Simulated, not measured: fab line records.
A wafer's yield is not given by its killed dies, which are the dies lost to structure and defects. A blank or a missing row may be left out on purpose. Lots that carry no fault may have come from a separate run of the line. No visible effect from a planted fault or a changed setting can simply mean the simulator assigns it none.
A lot that was struck, set against a sound lot + flow nand-harc + 13 steps out of a route of 1302
Sound: wafers L818.3, L818.5, L818.6. Struck: wafers L816.2, L816.4. (L816.1 of the same lot was not struck and is left out.) The cause comes at the end.
Per side, at each step with rows, come the tool, then ch with its chambers, and then its first start. Under that, the readings that differ: sound wafers + struck wafers + difference of the means + sigmas: that difference in standard deviations of wafers without a fault.
alike: same words and numbers on both sides, and readings whose means sit less than 2 such deviations apart. not compared: any withheld reading, any reading some wafer has no value for, any bound like >300 that may hide the same value, and any number with overlapping values for which the record gives no deviation.
Wherever a step has rows on one side only, a row that says differs or no value, or a row with sigmas, the two part there. Non-overlapping numbers with no deviation appear without sigmas and do not part them. Lack of a reading on every wafer of one side parts them only where that side has two or more wafers.

NHARC_A_STAIRCASE_TRIM_12: chemistry O2, time 211.2 s.
  sound on rie-diel-12 ch 0,2, day 21 21:11; struck on rie-diel-11 ch 1,2, day 21 07:00
| reading                         | sound          | struck    | difference | sigmas |
|---------------------------------|----------------|-----------|------------|--------|
| showerhead-plenum-p-Torr (Torr) | 3.29 3.49 3.29 | 3.73 3.77 | +0.39      | +2     |
  alike: drypump-motor-current-A, mfc-ar-sccm, oes-product-au, rf-vpp-V, throttle-valve-pct
  not compared: rf-hours-counter-h
then, 1 step without rows for these wafers: NHARC_A_STAIRCASE_ETCH_13 (etches the open film in C4F8/O2, target depth 100 nm, time 40.5 s).
NHARC_A_STAIRCASE_TRIM_14: chemistry O2, time 211.2 s.
  sound: rie-diel-12 ch 0,2,3; struck: rie-diel-11 ch 2,3
  alike: drypump-motor-current-A, mfc-ar-sccm, oes-product-au, rf-vpp-V, showerhead-plenum-p-Torr, throttle-valve-pct
  not compared: rf-hours-counter-h
NHARC_A_STAIRCASE_ETCH_15: etches the open film in C4F8/O2, target depth 100 nm, time 40.5 s.
  sound: rie-diel-12 ch 0,3; struck: rie-diel-11 ch 2,3
  alike: oes-product-au, rf-vpp-V
  not compared: rf-hours-counter-h
then, 3 steps without rows for these wafers: NHARC_A_STAIRCASE_TRIM_16 (chemistry O2, time 211.2 s); NHARC_A_STAIRCASE_ETCH_17 (etches the open film in C4F8/O2, target depth 100 nm, time 40.5 s); NHARC_A_STAIRCASE_TRIM_18 (chemistry O2, time 211.2 s).
NHARC_A_STAIRCASE_ETCH_19: etches the open film in C4F8/O2, target depth 100 nm, time 40.5 s.
  sound: rie-diel-12 ch 0,2,3; struck: rie-diel-11 ch 0,1
| reading               | sound             | struck      | difference | sigmas |
|-----------------------|-------------------|-------------|------------|--------|
| oes-product-au (a.u.) | 0.920 0.948 0.962 | 0.965 0.966 | +0.022     | +2     |
  alike: rf-vpp-V
  not compared: rf-hours-counter-h
then, 1 step without rows for these wafers: NHARC_A_STAIRCASE_TRIM_20 (chemistry O2, time 211.2 s).
NHARC_A_STAIRCASE_ETCH_21: etches the open film in C4F8/O2, target depth 100 nm, time 40.5 s.
  sound: rie-diel-12 ch 0,2,3; struck: rie-diel-11 ch 1,2
  alike: oes-product-au, rf-vpp-V
  not compared: rf-hours-counter-h
then, 1 step without rows for these wafers: NHARC_A_STAIRCASE_TRIM_22 (chemistry O2, time 211.2 s).
NHARC_A_STAIRCASE_ETCH_23: etches the open film in C4F8/O2, target depth 100 nm, time 40.5 s.
  sound on rie-diel-12 ch 0,2, day 21 22:53; struck on rie-diel-11 ch 2,3, day 21 09:40
| reading               | sound             | struck      | difference | sigmas |
|-----------------------|-------------------|-------------|------------|--------|
| oes-product-au (a.u.) | 0.947 0.952 0.915 | 0.800 0.817 | -0.129     | -9     |
  alike: rf-vpp-V
  not compared: rf-hours-counter-h
then, 1 step without rows for these wafers: NHARC_A_STAIRCASE_TRIM_24 (chemistry O2, time 211.2 s).

## WHERE THEY PART
Last at NHARC_A_STAIRCASE_ETCH_23 as far as this record goes, first at NHARC_A_STAIRCASE_TRIM_12.

WHY: what had been put in by the simulator
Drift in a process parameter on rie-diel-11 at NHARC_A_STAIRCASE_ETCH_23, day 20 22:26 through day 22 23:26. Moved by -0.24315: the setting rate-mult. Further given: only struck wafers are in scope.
